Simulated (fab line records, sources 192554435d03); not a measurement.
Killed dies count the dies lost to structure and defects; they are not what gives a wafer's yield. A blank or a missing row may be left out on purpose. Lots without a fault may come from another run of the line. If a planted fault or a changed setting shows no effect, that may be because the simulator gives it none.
Which of the tools did it? + flow n5Finfet + Sampling: 11 lots, 28 wafers, 6 of 1938 route steps

## WHAT THE GAUGES READ, wafer by wafer
N5_BEOL_M0_RS_MEAS_126: the measuring method here is four-point-probe. Usual: M0_RS typically reads 0.539 ohm/sq, with standard deviation 0.021.
| lot  | measured     | on           | M0_RS (ohm/sq)    | flag |
|------|--------------|--------------|-------------------|------|
| L673 | day 6 02:29  | filmMetro-02 | 0.530 0.518       |      |
| L678 | day 7 18:13  | filmMetro-02 | 0.532 0.530 0.536 |      |
| L677 | day 7 18:22  | filmMetro-02 | 0.567 0.537 0.564 |      |
| L680 | day 8 04:26  | filmMetro-01 | 0.540 0.544 0.534 |      |
| L681 | day 8 03:49  | filmMetro-01 | 0.569 0.558 0.543 |      |
| L682 | day 8 15:04  | filmMetro-01 | 0.522 0.515       |      |
| L684 | day 9 03:31  | filmMetro-01 | 0.559 0.552 0.571 |      |
| L687 | day 9 18:41  | filmMetro-02 | 0.380 0.549       | OFF  |
| L688 | day 10 01:00 | filmMetro-02 | 0.534 0.376       | OFF  |
| L692 | day 11 07:38 | filmMetro-02 | 0.542 0.381       | OFF  |
| L695 | day 11 21:22 | filmMetro-02 | 0.540 0.534 0.551 |      |

N5_BEOL_M0_INSPECT_127: inspects for defects (darkfield). Usual: rawDefectCount 65, standard deviation 21.
| lot  | measured     | on               | rawDefectCount | flag |
|------|--------------|------------------|----------------|------|
| L673 | day 6 02:31  | defectInspect-02 | 37 57          |      |
| L678 | day 7 18:14  | defectInspect-01 | 63 49 60       |      |
| L677 | day 7 18:24  | defectInspect-01 | 76 46 68       |      |
| L680 | day 8 04:28  | defectInspect-02 | 66 99 80       |      |
| L681 | day 8 03:50  | defectInspect-02 | 75 57 90       |      |
| L682 | day 8 15:05  | defectInspect-02 | 50 39          |      |
| L684 | day 9 03:32  | defectInspect-01 | 32 43 40       |      |
| L687 | day 9 18:43  | defectInspect-01 | 75 72          |      |
| L688 | day 10 01:02 | defectInspect-01 | 52 81          |      |
| L692 | day 11 07:40 | defectInspect-02 | 103 96         |      |
| L695 | day 11 21:24 | defectInspect-01 | 71 52 41       |      |

N5_BEOL_M4_RC_MEAS_101. Usual: DIBL_N 36.0 mV/V, standard deviation 1.6; DIBL_P 36.1 mV/V, standard deviation 2; IOFF_N 0.160 nA/um, standard deviation 0.029; IOFF_P 0.21 nA/um, standard deviation 0.039; ION_N 675 uA/um, standard deviation 13; ION_P 464 uA/um, standard deviation 8.8; SS_N 71.5 mV/dec, standard deviation 0.58; SS_P 73.3 mV/dec, standard deviation 0.65; VT_N 250 mV, standard deviation 3.3; VT_P -249 mV, standard deviation 3.6.
| lot  | measured     | on        | DIBL_N (mV/V)  | DIBL_P (mV/V)  | IOFF_N (nA/um)    | IOFF_P (nA/um) | ION_N (uA/um) | ION_P (uA/um) | SS_N (mV/dec)  | SS_P (mV/dec)  | VT_N (mV)   | VT_P (mV)      | flag |
|------|--------------|-----------|----------------|----------------|-------------------|----------------|---------------|---------------|----------------|----------------|-------------|----------------|------|
| L673 | day 8 01:37  | prober-01 | 37.5 36.0      | 36.4 34.5      | 0.174 0.149       | 0.24 0.21      | 666 667       | 460 460       | 71.8 71.1      | 74.0 72.7      | 251 251     | -248 -250      |      |
| L678 | day 9 12:30  | prober-01 | 36.7 35.7 34.9 | 38.2 37.7 35.4 | 0.177 0.172 0.150 | 0.22 0.22 0.18 | 677 671 657   | 454 461 447   | 70.9 71.7 71.5 | 74.5 73.8 73.5 | 250 249 252 | -250 -252 -254 |      |
| L677 | day 9 12:39  | prober-02 | 38.0 36.7 37.5 | 36.8 35.3 37.1 | 0.166 0.154 0.152 | 0.23 0.22 0.23 | 681 677 670   | 471 465 465   | 71.6 70.8 72.2 | 73.6 73.0 73.3 | 250 250 252 | -248 -249 -247 |      |
| L680 | day 10 03:58 | prober-01 | 37.1 34.3 34.3 | 36.8 35.2 34.8 | 0.180 0.130 0.132 | 0.20 0.18 0.18 | 669 658 672   | 454 452 462   | 71.5 71.1 71.1 | 73.3 72.9 73.6 | 251 256 251 | -251 -250 -252 |      |
| L681 | day 10 04:10 | prober-02 | 35.8 37.9 38.2 | 35.5 37.8 37.7 | 0.150 0.186 0.192 | 0.20 0.24 0.24 | 677 688 688   | 467 472 466   | 71.9 72.2 71.8 | 73.4 73.6 73.8 | 249 245 245 | -253 -248 -248 |      |
| L682 | day 10 18:43 | prober-02 | 36.3 37.7      | 36.7 38.8      | 0.166 0.180       | 0.23 0.26      | 679 672       | 463 458       | 72.5 72.1      | 72.7 73.5      | 248 248     | -246 -247      |      |
| L684 | day 10 22:04 | prober-02 | 35.3 35.9 36.4 | 34.1 35.1 35.6 | 0.138 0.154 0.165 | 0.19 0.20 0.21 | 681 678 694   | 470 472 474   | 70.5 70.8 72.1 | 73.3 72.9 73.4 | 251 250 247 | -252 -251 -250 |      |
| L687 | day 12 01:11 | prober-01 | 36.3 36.0      | 35.7 34.8      | 0.152 0.136       | 0.18 0.16      | 681 657       | 461 444       | 71.6 71.0      | 74.1 72.7      | 251 253     | -252 -254      |      |
| L688 | day 12 03:53 | prober-02 | 34.5 35.9      | 34.8 37.2      | 0.138 0.166       | 0.19 0.25      | 657 673       | 455 467       | 71.2 71.7      | 72.6 73.0      | 252 249     | -250 -246      |      |
| L692 | day 13 13:07 | prober-02 | 35.4 36.8      | 35.1 36.5      | 0.146 0.159       | 0.20 0.22      | 695 675       | 478 466       | 71.2 71.7      | 72.2 73.2      | 249 251     | -251 -248      |      |
| L695 | day 13 14:01 | prober-01 | 37.1 37.2 38.8 | 39.3 38.6 40.2 | 0.192 0.181 0.234 | 0.30 0.27 0.31 | 682 677 687   | 472 469 468   | 70.9 72.6 72.1 | 74.7 73.8 74.1 | 245 247 244 | -242 -246 -242 |      |

## WHAT TOOL EACH LOT RAN ON (gives the tool, then ch and the chambers of the sampled wafers, and finally the start)
| lot  | N5_BEOL_M0_SAQP_ILD_DEP_01     | N5_BEOL_M0_ANNEAL_117       | N5_BEOL_M0_SPUTTER_134      |
|------|--------------------------------|-----------------------------|-----------------------------|
| L673 | pecvd-03 ch 0,1, day 5 14:14   | pvdSputter-03, day 6 01:09  | pvdSputter-03, day 6 01:19  |
| L678 | pecvd-04 ch 0,1,2, day 7 01:52 | pvdSputter-03, day 7 16:20  | pvdSputter-03, day 7 16:29  |
| L677 | pecvd-01 ch 0,1,2, day 7 04:52 | pvdSputter-03, day 7 16:46  | pvdSputter-03, day 7 16:56  |
| L680 | pecvd-04 ch 0,2, day 7 11:59   | pvdSputter-02, day 8 02:58  | pvdSputter-02, day 8 03:07  |
| L681 | pecvd-01 ch 0,1, day 7 15:37   | pvdSputter-02, day 8 02:29  | pvdSputter-02, day 8 02:38  |
| L682 | pecvd-04 ch 1,2, day 8 00:43   | pvdSputter-03, day 8 13:39  | pvdSputter-03, day 8 13:49  |
| L684 | pecvd-04 ch 1,2, day 8 11:31   | pvdSputter-01, day 9 02:11  | pvdSputter-01, day 9 02:20  |
| L687 | pecvd-04 ch 1,2, day 9 05:50   | pvdSputter-01, day 9 17:04  | pvdSputter-01, day 9 17:14  |
| L688 | pecvd-04 ch 0,1, day 9 09:17   | pvdSputter-02, day 9 23:35  | pvdSputter-02, day 9 23:45  |
| L692 | pecvd-04 ch 1,2, day 10 17:13  | pvdSputter-01, day 11 06:19 | pvdSputter-01, day 11 06:28 |
| L695 | pecvd-01 ch 1,2, day 11 06:20  | pvdSputter-01, day 11 19:58 | pvdSputter-01, day 11 20:08 |
- N5_BEOL_M0_SAQP_ILD_DEP_01: deposits SiOC from DEMS/O2, target thk 45.419 nm, time 8.7 s.
- N5_BEOL_M0_ANNEAL_117: time 60 s.
- N5_BEOL_M0_SPUTTER_134: material Cu, target thk 4 nm, time 7.37 s.

## AS READ BY THE TOOLS THEMSELVES (means over the sampled wafers that have a number; for cases with no such wafer, the mark the record gives instead)
N5_BEOL_M0_SAQP_ILD_DEP_01. Usual: heaterPowerW 480 W, standard deviation 62; showerheadPlenumPTorr 5.693 Torr, standard deviation 0.013; throttleValvePct 12.0 %, standard deviation 0.57.
| lot  | tool     | heaterPowerW (W) | showerheadPlenumPTorr (Torr) | throttleValvePct (%) | flag |
|------|----------|------------------|------------------------------|----------------------|------|
| L673 | pecvd-03 | 498              | 5.698                        | 12.4                 |      |
| L678 | pecvd-04 | 476              | 5.691                        | 11.8                 |      |
| L677 | pecvd-01 | 417              | 5.687                        | 12.3                 |      |
| L680 | pecvd-04 | 551              | 5.688                        | 11.7                 |      |
| L681 | pecvd-01 | 437              | 5.705                        | 12.5                 |      |
| L682 | pecvd-04 | 544              | 5.688                        | 11.6                 |      |
| L684 | pecvd-04 | 584              | 5.701                        | 11.5                 |      |
| L687 | pecvd-04 | 520              | 5.706                        | 11.6                 |      |
| L688 | pecvd-04 | 479              | 5.694                        | 11.9                 |      |
| L692 | pecvd-04 | 521              | 5.710                        | 11.2                 |      |
| L695 | pecvd-01 | 404              | 5.680                        | 11.9                 |      |

N5_BEOL_M0_ANNEAL_117. Usual: heaterPowerW 829 W, standard deviation 100.
| lot  | tool          | heaterPowerW (W) | flag |
|------|---------------|------------------|------|
| L673 | pvdSputter-03 | 945              |      |
| L678 | pvdSputter-03 | 775              |      |
| L677 | pvdSputter-03 | 758              |      |
| L680 | pvdSputter-02 | 855              |      |
| L681 | pvdSputter-02 | 857              |      |
| L682 | pvdSputter-03 | 958              |      |
| L684 | pvdSputter-01 | 839              |      |
| L687 | pvdSputter-01 | 878              |      |
| L688 | pvdSputter-02 | 854              |      |
| L692 | pvdSputter-01 | 797              |      |
| L695 | pvdSputter-01 | 787              |      |

N5_BEOL_M0_SPUTTER_134. Usual: chuckSensorTempC -16.0 C, standard deviation 0.43; throttleValvePct 30.2 %, standard deviation 0.63.
| lot  | tool          | chuckSensorTempC (C) | throttleValvePct (%) | flag |
|------|---------------|----------------------|----------------------|------|
| L673 | pvdSputter-03 | -15.8                | 29.4                 |      |
| L678 | pvdSputter-03 | -15.9                | 31.0                 |      |
| L677 | pvdSputter-03 | -16.2                | 30.8                 |      |
| L680 | pvdSputter-02 | -16.4                | 30.5                 |      |
| L681 | pvdSputter-02 | -16.0                | 30.0                 |      |
| L682 | pvdSputter-03 | -15.7                | 29.5                 |      |
| L684 | pvdSputter-01 | -15.8                | 30.1                 |      |
| L687 | pvdSputter-01 | -15.7                | 30.2                 |      |
| L688 | pvdSputter-02 | -16.5                | 30.3                 |      |
| L692 | pvdSputter-01 | -16.5                | 29.9                 |      |
| L695 | pvdSputter-01 | -16.3                | 29.8                 |      |

## THE ANSWER, worked out from the rows above alone
Rule: lot off if the mean of its wafers having a number is beyond 3 standard deviations from the usual mean. Also off: a lot with no number at a reading for which 4 or more lots have one. Any other lot the step has rows for is counted as sound. After the gauges, taken in route order, come the tools' own readings; for these a lot's mean is taken, as printed above. The first step at which some lot is off is used, and at that step the reading that is off furthest; a lot without a number counts as furthest.
Off: L687, L688, L692, seen at N5_BEOL_M0_RS_MEAS_126 (M0_RS).
A tool fits if, at a process step before that reading, it ran every lot that is off, and no sound lot after the first of them. The gauges at N5_BEOL_M0_RS_MEAS_126 are tried like those tools. One candidate fits, namely pecvd-04 at N5_BEOL_M0_SAQP_ILD_DEP_01. A fault onset in the window from L684 (day 8 11:31, its last sound lot) to L687 (day 9 05:50, its first lot off) fits.

## WHAT THE SIMULATOR PUT IN
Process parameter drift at N5_BEOL_M0_SAQP_ILD_DEP_01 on pecvd-04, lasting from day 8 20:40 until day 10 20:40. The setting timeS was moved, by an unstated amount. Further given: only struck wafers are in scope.
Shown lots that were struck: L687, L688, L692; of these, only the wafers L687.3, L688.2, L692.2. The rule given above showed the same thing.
